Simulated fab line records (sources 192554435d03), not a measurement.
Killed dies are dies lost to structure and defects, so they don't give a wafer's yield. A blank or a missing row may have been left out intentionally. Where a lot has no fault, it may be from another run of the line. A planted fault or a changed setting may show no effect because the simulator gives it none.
fab line records | flow n5Finfet
record: lots: 10 | wafers: 30 | lastDay: 16
route steps=1938 shown ZERO_LAYER@16 WELL_APT@48 PMOS_HMC_CHANNEL_EPI@57 BEOL_M4@1111 PASSIVATION@1936
lots that met no fault: taken from a fault-free run of the same line
startH: hours from the record's first day to the start of the lot's first wafer shown | waitH: hours from the lot's prior step to this one | " the same as in the row above | L1.1+2: several wafers, shown together as one row | - no value, or no start given | * or withheld: withheld | < > ~ a bound
route shown NAME@n: names a module that has steps shown in the file, with the first one's number in the route | usual: mean/standard deviation taken from wafers without a fault | same: alike in all rows | chamber/n: place in a boat | sites: the reading at each site | _std_site: the values' standard deviation | _edge_site: inner sites' mean taken away from outer sites' mean | radiusMm: how far each site lies from the wafer's centre | mask NAME#n: copy n | behind: the last tool/chamber to shape the wafer | hold: what put the lot on hold/how long, in hours/how the hold closed | device: the transistor (n, p or np) that didn't switch | end of line: the route-end tests of the same wafers | where a step has no rows: the recipe by itself | killed: dies that structure and defects cost at the first sort, which is not the same as the wafer's yield | map: a wafer's dies, x killed, . not, _ none there
set.NAME: the setting the step ran with; set.NAME@STEP: the setting that earlier step ran with | model.NAME: the simulator's own value behind a step, which no gauge read
one table for each step of the route and one row for each wafer, over a sample of lots
services: the hour from which a tool's chamber was out of use, counted from the record's first day as startH (under 0 if before that day), plus the number of hours and why
== steps ==
step: N5_ZERO_LAYER_ETCH_18
recipe: chemistry: HBr/Cl2 | target: Si | targetDepthA: 1200 | timeS: 40 | pressureMtorr: 10 | icpW: 800 | biasW: 75 | HBr_flow_sccm: 150 | Cl2_flow_sccm: 80
usual: drypumpMotorCurrentA: 5.6/0.36 | oesProductAu: 1.001/0.021 | throttleValvePct: 36.21/0.28
lot.wafer | tool     | chamber | startH | waitH | drypumpMotorCurrentA | oesProductAu | rfHoursCounterH | throttleValvePct
L948.1    | rieSi-06 | 3       | 18.84  | 0.0   | 5.9                  | 1.033        | 127             | 36.26
L948.3    | "        | 2       | "      | "     | 5.2                  | 1.012        | 130             | 36.29
L948.5    | "        | 2       | "      | "     | 5.2                  | 0.994        | -               | 36.29
L949.2    | rieSi-04 | 3       | 25.25  | 0.1   | 5.1                  | 0.975        | 115             | 36.14
L949.5    | "        | 1       | "      | "     | 6.3                  | 0.970        | -               | 35.50
L949.6    | "        | 2       | "      | "     | 5.6                  | 1.013        | -               | 36.30
L950.2    | rieSi-04 | 1       | 30.79  | 0.0   | 6.3                  | 0.969        | 1               | 35.50
L950.3    | "        | 0       | "      | "     | 5.2                  | 1.019        | 191             | 36.43
L950.6    | "        | 3       | "      | "     | 5.1                  | 0.990        | -               | 36.14
L952.1    | rieSi-04 | 0       | 42.80  | 0.0   | 5.3                  | 1.018        | 191             | 36.42
L952.2    | "        | 2       | "      | "     | 5.6                  | 1.015        | 115             | 36.32
L952.5    | "        | 1       | "      | "     | 6.3                  | 0.970        | -               | 35.51
L956.1    | rieSi-04 | 0       | 66.91  | 0.0   | 5.3                  | 1.015        | 191             | 36.42
L956.3    | "        | 1       | "      | "     | 6.3                  | 0.966        | 2               | 35.51
L956.5    | "        | 3       | "      | "     | 5.1                  | 0.982        | -               | 36.16
L957.3    | rieSi-04 | 2       | 72.79  | 0.0   | 5.6                  | 1.014        | 116             | 36.32
L957.4    | "        | 1       | "      | "     | 6.4                  | 0.965        | 2               | 35.52
L957.6    | "        | 0       | "      | "     | 5.3                  | 1.021        | -               | 36.42
L958.3    | rieSi-06 | 1       | 78.81  | 0.0   | 5.4                  | 0.986        | 193             | 36.36
L958.5    | "        | 1       | "      | "     | 5.4                  | 0.981        | -               | 36.37
L958.6    | "        | 3       | "      | "     | 6.0                  | 1.036        | -               | 36.25
L963.1    | rieSi-06 | 3       | 108.79 | 0.0   | 6.0                  | 1.038        | 129             | 36.25
L963.3    | "        | 1       | "      | "     | 5.3                  | 0.988        | 193             | 36.37
L963.5    | "        | 3       | "      | "     | 5.9                  | 1.029        | -               | 36.26
L964.3    | rieSi-01 | 1       | 114.79 | 0.0   | 5.5                  | 0.988        | 69              | 36.39
L964.5    | "        | 0       | "      | "     | 5.4                  | 1.016        | -               | 36.69
L964.6    | "        | 1       | "      | "     | 5.5                  | 0.993        | -               | 36.39
L965.1    | rieSi-01 | 3       | 128.77 | 0.0   | 5.9                  | 1.024        | 8               | 36.31
L965.2    | "        | 0       | "      | "     | 5.5                  | 1.003        | 141             | 36.70
L965.3    | "        | 2       | "      | "     | 5.6                  | 1.018        | 3               | 36.10
step: N5_WELL_APT_IMPLANT_32
recipe: species: BF2 | energyKev: 50 | doseCm2: 2e+13 | tiltDeg: 0 | rotationDeg: 0
usual: beamEnergyKeV: 50.001/0.014
lot.wafer | tool         | chamber | startH | waitH | beamEnergyKeV
L948.1    | implanter-01 | 0       | 21.62  | 0.1   | 49.998
L948.3    | "            | 0       | "      | "     | 49.991
L948.5    | "            | 0       | "      | "     | 50.003
L949.2    | implanter-02 | 0       | 27.67  | 0.1   | 49.988
L949.5    | "            | 0       | "      | "     | 50.007
L949.6    | "            | 0       | "      | "     | 50.001
L950.2    | implanter-01 | 0       | 33.39  | 0.1   | 49.980
L950.3    | "            | 0       | "      | "     | 49.988
L950.6    | "            | 0       | "      | "     | 50.003
L952.1    | implanter-01 | 0       | 45.35  | 0.1   | 49.992
L952.2    | "            | 0       | "      | "     | 49.983
L952.5    | "            | 0       | "      | "     | 50.013
L956.1    | implanter-01 | 0       | 69.38  | 0.1   | 54.616
L956.3    | "            | 0       | "      | "     | 54.594
L956.5    | "            | 0       | "      | "     | 54.611
L957.3    | implanter-01 | 0       | 75.21  | 0.1   | 54.603
L957.4    | "            | 0       | "      | "     | 54.633
L957.6    | "            | 0       | "      | "     | 54.617
L958.3    | implanter-01 | 0       | 81.40  | 0.1   | 54.628
L958.5    | "            | 0       | "      | "     | 54.609
L958.6    | "            | 0       | "      | "     | 54.610
L963.1    | implanter-02 | 0       | 111.22 | 0.1   | 49.983
L963.3    | "            | 0       | "      | "     | 49.994
L963.5    | "            | 0       | "      | "     | 49.986
L964.3    | implanter-02 | 0       | 117.51 | 0.1   | 49.983
L964.5    | "            | 0       | "      | "     | 49.989
L964.6    | "            | 0       | "      | "     | 49.982
L965.1    | implanter-02 | 0       | 131.72 | 0.1   | 49.993
L965.2    | "            | 0       | "      | "     | 50.015
L965.3    | "            | 0       | "      | "     | 50.011
step: N5_PMOS_HMC_CHANNEL_EPI_HM_DEP_34
recipe: material: SiO2 | targetThkA: 360 | tempC: 400 | precursor: TEOS/O2 | pressureTorr: 6.5 | rfW: 900 | teosFlowSccm: 161.4 | gas: O2 | flowSccm: 2650 | timeS: 6.9
usual: heaterPowerW: 584/120 | showerheadPlenumPTorr: 8.346/0.03 | throttleValvePct: 18.8/0.74
lot.wafer | tool     | chamber | startH | waitH | heaterPowerW | showerheadPlenumPTorr | sinceWetCleanH | throttleValvePct
L948.1    | pecvd-02 | 0       | 23.05  | 0.0   | 527          | 8.347                 | 727            | 19.6
L948.3    | "        | 0       | "      | "     | 523          | 8.305                 | -              | 19.6
L948.5    | "        | 0       | "      | "     | 526          | 8.312                 | -              | 19.3
L949.2    | pecvd-02 | 0       | 29.13  | 0.0   | 529          | 8.322                 | 733            | 19.4
L949.5    | "        | 1       | "      | "     | 677          | 8.400                 | -              | 19.6
L949.6    | "        | 0       | "      | "     | 522          | 8.334                 | -              | 19.6
L950.2    | pecvd-04 | 2       | 34.78  | 0.0   | 425          | 8.386                 | 2007           | 18.4
L950.3    | "        | 0       | "      | "     | 577          | 8.355                 | 557            | 19.1
L950.6    | "        | 1       | "      | "     | 518          | 8.298                 | -              | 18.8
L952.1    | pecvd-02 | 0       | 46.76  | 0.0   | 527          | 8.342                 | 751            | 19.5
L952.2    | "        | 1       | "      | "     | 692          | 8.370                 | 1476           | 19.7
L952.5    | "        | 1       | "      | "     | 726          | 8.385                 | -              | 19.3
L956.1    | pecvd-04 | 2       | 71.09  | 0.0   | 454          | 8.381                 | 2044           | 18.7
L956.3    | "        | 1       | "      | "     | 421          | 8.276                 | 1319           | 18.9
L956.5    | "        | 0       | "      | "     | 654          | 8.330                 | -              | 19.3
L957.3    | pecvd-04 | 0       | 76.55  | 0.0   | 658          | 8.360                 | 599            | 19.5
L957.4    | "        | 2       | "      | "     | 375          | 8.379                 | -              | 18.3
L957.6    | "        | 1       | "      | "     | 401          | 8.287                 | -              | 18.9
L958.3    | pecvd-01 | 1       | 82.94  | 0.0   | 483          | 8.377                 | 1874           | 17.8
L958.5    | "        | 1       | "      | "     | 495          | 8.372                 | -              | 18.0
L958.6    | "        | 2       | "      | "     | 651          | 8.341                 | -              | 18.5
L963.1    | pecvd-01 | 1       | 112.62 | 0.0   | 490          | 8.378                 | 1904           | 17.7
L963.3    | "        | 2       | "      | "     | 581          | 8.321                 | 425            | 18.5
L963.5    | "        | 1       | "      | "     | 486          | 8.392                 | -              | 17.8
L964.3    | pecvd-02 | 0       | 119.17 | 0.0   | 460          | 8.323                 | 823            | 19.6
L964.5    | "        | 1       | "      | "     | 810          | 8.383                 | -              | 19.4
L964.6    | "        | 0       | "      | "     | 475          | 8.342                 | -              | 19.9
L965.1    | pecvd-01 | 0       | 133.59 | 0.0   | 587          | 8.337                 | 1200           | 18.8
L965.2    | "        | 1       | "      | "     | 443          | 8.380                 | 1925           | 17.9
L965.3    | "        | 2       | "      | "     | 578          | 8.322                 | 446            | 18.6
step: N5_PMOS_HMC_CHANNEL_EPI_OVL_MEAS_10
recipe: pointsPerWafer: 44
usual: PMOS_HMC_BLK_OVL: -0.3/0.74
lot.wafer | tool       | chamber | startH | waitH | PMOS_HMC_BLK_OVL[nm]
L948.1    | overlay-01 | 0       | 23.49  | 0.0   | -0.4
L948.3    | "          | 0       | "      | "     | 0.0
L948.5    | "          | 0       | "      | "     | -0.7
L949.2    | overlay-02 | 0       | 29.58  | 0.0   | 0.3
L949.5    | "          | 0       | "      | "     | -0.3
L949.6    | "          | 0       | "      | "     | 0.5
L950.2    | overlay-01 | 0       | 35.22  | 0.0   | 0.1
L950.3    | "          | 0       | "      | "     | 0.0
L950.6    | "          | 0       | "      | "     | 0.1
L952.1    | overlay-01 | 0       | 47.20  | 0.0   | -0.3
L952.2    | "          | 0       | "      | "     | -0.4
L952.5    | "          | 0       | "      | "     | 0.1
L956.1    | overlay-01 | 0       | 71.40  | 0.0   | 0.0
L956.3    | "          | 0       | "      | "     | 0.1
L956.5    | "          | 0       | "      | "     | 0.0
L957.3    | overlay-02 | 0       | 76.86  | 0.0   | -0.5
L957.4    | "          | 0       | "      | "     | -0.1
L957.6    | "          | 0       | "      | "     | -0.6
L958.3    | overlay-02 | 0       | 83.25  | 0.0   | -0.1
L958.5    | "          | 0       | "      | "     | 0.6
L958.6    | "          | 0       | "      | "     | 0.2
L963.1    | overlay-02 | 0       | 113.05 | 0.0   | 0.8
L963.3    | "          | 0       | "      | "     | 0.2
L963.5    | "          | 0       | "      | "     | -0.3
L964.3    | overlay-02 | 0       | 119.48 | 0.0   | -0.5
L964.5    | "          | 0       | "      | "     | -0.7
L964.6    | "          | 0       | "      | "     | 1.0
L965.1    | overlay-01 | 0       | 134.02 | 0.0   | -0.3
L965.2    | "          | 0       | "      | "     | -0.1
L965.3    | "          | 0       | "      | "     | -0.3
step: N5_BEOL_M4_RC_MEAS_101
usual: CJ_N: 4.34/0.085 | DIBL_N: 36.2/1.6 | DIBL_P: 36.5/1.9 | IOFF_N: 0.158/0.027 | IOFF_P: 0.21/0.038 | ION_N: 675/12 | ION_P: 464/8.9 | RS_PWELL: 3012/20 | SS_N: 71.5/0.61 | SS_P: 73.4/0.59 | VT_N: 250.4/3 | VT_P: -250/3.6
lot.wafer | tool      | chamber | startH | waitH | CJ_N | DIBL_N[mV/V] | DIBL_P[mV/V] | IOFF_N[nA/um] | IOFF_P[nA/um] | ION_N[uA/um] | ION_P[uA/um] | RS_PWELL[ohm/sq] | SS_N[mV/dec] | SS_P[mV/dec] | VT_N[mV] | VT_P[mV]
L948.1    | prober-01 | 0       | 164.40 | 0.0   | 4.28 | 37.7         | 38.5         | 0.175         | 0.26          | 683          | 474          | 3005             | 72.3         | 74.0         | 251.0    | -247
L948.3    | "         | 0       | "      | "     | 4.22 | 36.3         | 36.5         | 0.146         | 0.22          | 676          | 472          | 3021             | 71.1         | 73.0         | 251.9    | -250
L948.5    | "         | 0       | "      | "     | 4.27 | 38.5         | 39.0         | 0.194         | 0.27          | 683          | 468          | 3011             | 72.0         | 74.1         | 247.4    | -245
L949.2    | prober-01 | 0       | 170.34 | 0.2   | 4.33 | 35.1         | 35.1         | 0.140         | 0.18          | 670          | 458          | 3001             | 71.4         | 73.4         | 250.7    | -254
L949.5    | "         | 0       | "      | "     | 4.29 | 34.4         | 34.7         | 0.130         | 0.18          | 663          | 461          | 2997             | 70.9         | 73.1         | 255.0    | -254
L949.6    | "         | 0       | "      | "     | 4.28 | 34.1         | 33.3         | 0.114         | 0.16          | 656          | 449          | 3004             | 71.2         | 72.0         | 254.7    | -255
L950.2    | prober-01 | 0       | 185.63 | 0.2   | 4.46 | 36.9         | 36.6         | 0.154         | 0.22          | 666          | 461          | 3044             | 72.4         | 73.5         | 254.4    | -251
L950.3    | "         | 0       | "      | "     | 4.50 | 38.4         | 37.3         | 0.171         | 0.22          | 669          | 461          | 3032             | 71.9         | 74.1         | 251.4    | -252
L950.6    | "         | 0       | "      | "     | 4.55 | 36.7         | 35.5         | 0.148         | 0.20          | 670          | 458          | 3002             | 71.7         | 72.9         | 253.9    | -252
L952.1    | prober-02 | 0       | 192.78 | 0.0   | 4.40 | 37.8         | 36.5         | 0.156         | 0.20          | 672          | 455          | 3004             | 70.3         | 73.7         | 252.7    | -250
L952.2    | "         | 0       | "      | "     | 4.27 | 37.4         | 37.5         | 0.165         | 0.21          | 676          | 462          | 3041             | 71.3         | 73.5         | 248.5    | -248
L952.5    | "         | 0       | "      | "     | 4.25 | 35.7         | 34.7         | 0.122         | 0.17          | 653          | 452          | 3054             | 70.5         | 72.9         | 254.3    | -253
L957.3    | prober-01 | 0       | 217.45 | 0.3   | 4.02 | 35.1         | 35.7         | 0.141         | 0.19          | 673          | 468          | 2978             | 71.4         | 73.3         | 251.9    | -252
L957.4    | "         | 0       | "      | "     | 4.01 | 35.2         | 35.6         | 0.146         | 0.20          | 684          | 468          | 2973             | 71.4         | 72.9         | 252.0    | -251
L957.6    | "         | 0       | "      | "     | 4.10 | 34.3         | 33.3         | 0.131         | 0.17          | 672          | 462          | 2934             | 70.6         | 73.1         | 254.0    | -252
L956.1    | prober-02 | 0       | 218.98 | 0.0   | 4.05 | 37.7         | 38.5         | 0.186         | 0.24          | 699          | 475          | 2913             | 72.2         | 73.9         | 245.5    | -249
L956.3    | "         | 0       | "      | "     | 3.87 | 35.9         | 37.4         | 0.159         | 0.22          | 687          | 467          | 2890             | 71.1         | 73.5         | 250.5    | -249
L956.5    | "         | 0       | "      | "     | 3.90 | 35.7         | 37.4         | 0.167         | 0.22          | 696          | 477          | 2916             | 71.1         | 73.4         | 247.3    | -248
L958.3    | prober-01 | 0       | 227.77 | 0.3   | 4.07 | 35.1         | 35.8         | 0.144         | 0.19          | 672          | 463          | 2954             | 70.5         | 73.5         | 250.8    | -250
L958.5    | "         | 0       | "      | "     | 4.15 | 36.6         | 37.3         | 0.178         | 0.20          | 692          | 464          | 2952             | 70.8         | 73.8         | 245.5    | -251
L958.6    | "         | 0       | "      | "     | 4.17 | 38.3         | 39.0         | 0.212         | 0.25          | 705          | 474          | 2977             | 72.8         | 73.6         | 246.3    | -246
L963.1    | prober-02 | 0       | 276.81 | 0.0   | 4.42 | 36.2         | 35.3         | 0.141         | 0.18          | 677          | 464          | 3021             | 70.7         | 73.0         | 250.3    | -253
L963.3    | "         | 0       | "      | "     | 4.33 | 35.3         | 34.9         | 0.142         | 0.18          | 668          | 460          | 3006             | 71.1         | 72.6         | 249.4    | -252
L963.5    | "         | 0       | "      | "     | 4.26 | 35.5         | 35.6         | 0.138         | 0.18          | 685          | 457          | 3017             | 71.1         | 73.1         | 251.5    | -254
L964.3    | prober-01 | 0       | 279.92 | 0.3   | 4.50 | 36.6         | 37.1         | 0.172         | 0.21          | 666          | 463          | 2987             | 72.4         | 72.5         | 249.4    | -252
L964.5    | "         | 0       | "      | "     | 4.45 | 37.2         | 37.6         | 0.176         | 0.22          | 669          | 458          | 3011             | 72.7         | 74.3         | 250.6    | -252
L964.6    | "         | 0       | "      | "     | 4.27 | 35.2         | 36.7         | 0.142         | 0.20          | 673          | 462          | 3002             | 71.5         | 73.6         | 252.4    | -253
L965.1    | prober-01 | 0       | 281.24 | 0.0   | 4.39 | 35.9         | 35.2         | 0.144         | 0.20          | 699          | 475          | 3026             | 71.7         | 73.5         | 248.9    | -250
L965.2    | "         | 0       | "      | "     | 4.35 | 37.0         | 37.2         | 0.162         | 0.23          | 691          | 467          | 2992             | 71.6         | 74.1         | 248.4    | -251
L965.3    | "         | 0       | "      | "     | 4.37 | 38.6         | 40.1         | 0.212         | 0.30          | 705          | 488          | 3023             | 72.1         | 74.0         | 245.7    | -242
step: N5_PASSIVATION_PROBE_49
usual: defectLimitedYield: 91.3/1.7 | killed_at_M0_to_M3: 33/11 | killed_at_M4_up: 14/5.5 | killedAtContacts: 13/6.5 | killedAtFrontEnd: 39/13 | killedAtOther: 3.4/2.9 | killedDies: 103/20 | killedOpen: 69/15 | killedShort: 32/8.1 | sort_bin_5_function: 5.1/1.1 | sort_bin_6_memory: 3.3/0.74 | sort_bin_8_speed: 0.00/0.014 | sortNPass: 1077/20 | sortYieldPct: 91.3/1.7
same: grossDies: 1180 | killedAtBackSide: 0 | sort_bin_4_leakage[%]: 0
lot.wafer | tool      | chamber | startH | waitH | defectLimitedYield[%] | killed_at_M0_to_M3 | killed_at_M4_up | killedAtContacts | killedAtFrontEnd | killedAtOther | killedDies | killedOpen | killedShort | sort_bin_5_function[%] | sort_bin_6_memory[%] | sort_bin_8_speed[%] | sortNPass | sortYieldPct[%]
L958.3    | prober-01 | -       | 335.85 | 0.1   | 90.6                  | 71                 | 4               | 12               | 23               | 1             | 111        | 70         | 40          | 6.0                    | 3.3                  | 0                   | 1069      | 90.6
L958.5    | prober-01 | -       | 335.95 | 0.2   | 92.7                  | 28                 | 15              | 16               | 23               | 4             | 86         | 60         | 25          | 4.0                    | 3.0                  | 0                   | 1094      | 92.7
L958.6    | prober-01 | -       | 336.00 | 0.3   | 92.9                  | 35                 | 14              | 7                | 27               | 1             | 84         | 62         | 21          | 4.4                    | 2.5                  | 0                   | 1096      | 92.9
L964.3    | prober-01 | -       | 390.85 | 0.1   | 93.3                  | 20                 | 14              | 7                | 37               | 1             | 79         | 63         | 15          | 3.7                    | 2.9                  | 0                   | 1101      | 93.3
L964.5    | prober-01 | -       | 390.95 | 0.2   | 93.0                  | 11                 | 17              | 13               | 35               | 7             | 83         | 56         | 26          | 4.2                    | 2.5                  | 0                   | 1097      | 93.0
L964.6    | prober-01 | -       | 391.00 | 0.3   | 92.5                  | 16                 | 15              | 22               | 30               | 5             | 88         | 55         | 31          | 4.1                    | 3.1                  | 0                   | 1092      | 92.5
L963.1    | prober-01 | -       | 391.80 | 0.0   | 92.0                  | 27                 | 17              | 9                | 36               | 5             | 94         | 63         | 28          | 4.9                    | 2.9                  | 0                   | 1086      | 92.0
L963.3    | prober-01 | -       | 391.90 | 0.1   | 90.0                  | 35                 | 10              | 14               | 57               | 2             | 118        | 64         | 51          | 5.6                    | 3.8                  | 0                   | 1062      | 90.0
L963.5    | prober-01 | -       | 392.00 | 0.2   | 89.5                  | 44                 | 17              | 22               | 37               | 4             | 124        | 84         | 38          | 5.9                    | 4.2                  | 0                   | 1056      | 89.5
killed by level:class
L958.3 BEOL_M0_SAQP:geometricParticle:open=30 BEOL_M0_SAQP:geometricParticle:short=20 MOL_CONTACT_COAG:geometricParticle:open=8 DUMMY_GATE:geometricParticle:open=5 BEOL_M1:geometricParticle:open=5 BEOL_M1:geometricParticle:short=5 FIN_SAQP:geometricParticle:short=4 BEOL_M3:geometricParticle:open=4
L958.5 MOL_CONTACT_COAG:geometricParticle:open=13 FIN_SAQP:geometricParticle:open=11 BEOL_M0_SAQP:geometricParticle:short=9 BEOL_M0_SAQP:geometricParticle:open=7 BEOL_M4:geometricParticle:open=7 DUMMY_GATE:geometricParticle:open=5 BEOL_M1:geometricParticle:open=5 BEOL_M5:geometricParticle:open=4
L958.6 BEOL_M1:geometricParticle:open=10 BEOL_M0_SAQP:geometricParticle:open=8 FIN_SAQP:geometricParticle:open=6 MOL_CONTACT_COAG:geometricParticle:open=6 BEOL_M3:geometricParticle:open=6 BEOL_M0_SAQP:geometricParticle:short=5 BEOL_M5:geometricParticle:short=5 STI_FIN_REVEAL:geometricParticle:open=3
L964.3 STI_FIN_REVEAL:geometricParticle:open=14 BEOL_M1:geometricParticle:open=8 MOL_CONTACT_COAG:geometricParticle:open=6 BEOL_M4:geometricParticle:open=6 FIN_SAQP:geometricParticle:open=5 DUMMY_GATE:geometricParticle:open=4 GATE_CUT:geometricParticle:open=3 BEOL_M0_SAQP:geometricParticle:open=3
L964.5 STI_FIN_REVEAL:geometricParticle:open=9 MOL_CONTACT_COAG:geometricParticle:open=9 STARTING-WAFER:geometricParticle:short=7 BEOL_M4:geometricParticle:open=7 FIN_SAQP:geometricParticle:open=4 DUMMY_GATE:geometricParticle:open=4 ILD0:geometricParticle:open=4 BEOL_M2:geometricParticle:open=4
L964.6 MOL_CONTACT_COAG:geometricParticle:open=19 FIN_SAQP:geometricParticle:short=7 STI_FIN_REVEAL:geometricParticle:open=5 BEOL_M0_SAQP:geometricParticle:short=4 GATE_CUT:geometricParticle:short=4 BEOL_M0:geometricParticle:open=4 BEOL_M4:geometricParticle:open=4 BEOL_M5:geometricParticle:open=4
L963.1 BEOL_M2:geometricParticle:open=14 FIN_SAQP:geometricParticle:short=8 MOL_CONTACT_COAG:geometricParticle:open=8 FIN_SAQP:geometricParticle:open=6 STI_FIN_REVEAL:geometricParticle:open=5 BEOL_M4:geometricParticle:open=5 GATE_CUT:geometricParticle:short=4 BEOL_M3:geometricParticle:open=4
L963.3 FIN_SAQP:geometricParticle:short=18 FIN_SAQP:geometricParticle:open=14 MOL_CONTACT_COAG:geometricParticle:open=10 BEOL_M2:geometricParticle:open=8 BEOL_M0_SAQP:geometricParticle:short=7 BEOL_M2:geometricParticle:short=6 BEOL_M3:geometricParticle:open=6 STARTING-WAFER:geometricParticle:short=5
L963.5 MOL_CONTACT_COAG:geometricParticle:open=18 BEOL_M2:geometricParticle:open=14 FIN_SAQP:geometricParticle:short=10 BEOL_M0_SAQP:geometricParticle:short=9 BEOL_M3:geometricParticle:open=9 BEOL_M4:geometricParticle:open=7 FIN_SAQP:geometricParticle:open=6 BEOL_M0_SAQP:geometricParticle:open=6
== services ==
tool         | chamber | startH | hours | kind
pecvd-02     | 0       | -4.47  | 2.1   | scheduledDown
pecvd-01     | 1       | 0.59   | 2.1   | scheduledDown
pecvd-02     | 2       | 21.12  | -     | clean
pecvd-02     | 2       | 21.12  | -     | consumableReplace:showerhead
pecvd-02     | 2       | 21.12  | 29.0  | scheduledDown
pecvd-02     | 2       | 21.12  | 29.0  | ventCycle
pecvd-02     | 0       | 32.25  | 5.1   | repair
pecvd-01     | -       | 35.09  | 14.6  | pm
pecvd-01     | -       | 49.69  | 5.5   | pm
pecvd-04     | 0       | 52.63  | 6.8   | repair
implanter-01 | -       | 66.60  | 1.0   | repair
rieSi-01     | -       | 68.76  | 28.1  | pm
pecvd-01     | 2       | 73.69  | 5.1   | repair
rieSi-06     | 0       | 78.07  | 3.5   | repair
pecvd-04     | 2       | 84.00  | 2.1   | scheduledDown
rieSi-01     | 1       | 97.04  | 4.8   | repair
implanter-01 | -       | 107.90 | 4.1   | pm
pecvd-04     | -       | 131.68 | 1.8   | repair
== key ==
firstSign: step: N5_WELL_APT_IMPLANT_32 | reading: beamEnergyKeV | direction: up | sigmas: 99+ | usual: 50.001 | struck: 54.614
effect: step: N5_BEOL_M4_RC_MEAS_101 | reading: CJ_N | direction: down | sigmas: 3.6 | usual: 4.34 | struck: 4.04
effect: step: N5_BEOL_M4_RC_MEAS_101 | reading: RS_PWELL | direction: down | sigmas: 3.4 | usual: 3012 | struck: 2943
metAt N5_WELL_APT_IMPLANT_32
struckLots L956,L957,L958
notActingAt N5_ZERO_LAYER_ETCH_18,N5_PMOS_HMC_CHANNEL_EPI_HM_DEP_34,N5_PMOS_HMC_CHANNEL_EPI_OVL_MEAS_10
onsetBetween 45.35 69.38
fault: kind: processParameterDrift | tool: implanter-01 | chamber: - | onsetH: 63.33 | steps: N5_WELL_APT_IMPLANT_32 | channel: energyKev | offset: 4.6121 | shape: step | endH: 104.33 | actsIn: theseRecipesOnly | stated: 50
